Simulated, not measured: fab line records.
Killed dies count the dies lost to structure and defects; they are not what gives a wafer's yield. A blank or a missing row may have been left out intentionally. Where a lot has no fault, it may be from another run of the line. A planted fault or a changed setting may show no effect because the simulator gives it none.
Chamber matching || flow n5_finfet || 4 sister chambers for N5_HKMG_FIN_STRIP_92 on rie_diel-05
The step strips SOC in N2/H2, time 20 s. 4 wafers are shown with their chamber, then 7 later ones without.

WAFERS PAIRED WITH THEIR CHAMBERS
{"wafer": "L084.6", "chamber": 1, "showerhead_plenum_p_Torr (Torr)": 3.47}
{"wafer": "L089.4", "chamber": 3, "showerhead_plenum_p_Torr (Torr)": 3.33}
{"wafer": "L091.1", "chamber": 2, "showerhead_plenum_p_Torr (Torr)": 3.40}
{"wafer": "L091.2", "chamber": 0, "showerhead_plenum_p_Torr (Torr)": 3.21}

WAFERS WHOSE CHAMBER IS MISSING
{"wafer": "L091.6", "showerhead_plenum_p_Torr (Torr)": 3.46}
{"wafer": "L092.1", "showerhead_plenum_p_Torr (Torr)": 3.21}
{"wafer": "L092.4", "showerhead_plenum_p_Torr (Torr)": 3.46}
{"wafer": "L092.6", "showerhead_plenum_p_Torr (Torr)": 3.46}
{"wafer": "L095.4", "showerhead_plenum_p_Torr (Torr)": 3.32}
{"wafer": "L095.5", "showerhead_plenum_p_Torr (Torr)": 3.40}
{"wafer": "L095.6", "showerhead_plenum_p_Torr (Torr)": 3.46}

WHICH CHAMBER EACH ONE RAN IN
{"wafer": "L091.6", "from the rows above": 1, "in truth": 1}
{"wafer": "L092.1", "from the rows above": 0, "in truth": 0}
{"wafer": "L092.4", "from the rows above": 1, "in truth": 1}
{"wafer": "L092.6", "from the rows above": 1, "in truth": 1}
{"wafer": "L095.4", "from the rows above": 3, "in truth": 3}
{"wafer": "L095.5", "from the rows above": 2, "in truth": 2}
{"wafer": "L095.6", "from the rows above": 1, "in truth": 1}
Correctly placed: 7 of 7. From these rows, 0 cannot be placed. Placed wrongly: 0.
How it was worked out, from the rows above alone: a wafer's distance from a chamber is the root of the sum, over the readings, of the square of ((its reading less the chamber's mean) divided by the reading's scatter). The wafer belongs to the nearest chamber; if the next one is less than 2 further off, it can't be placed. A chamber's mean is the mean of its shown wafers. The scatter: with one shown wafer a chamber, the root of the mean of the squares of how far each hidden wafer lies from its nearest shown one.
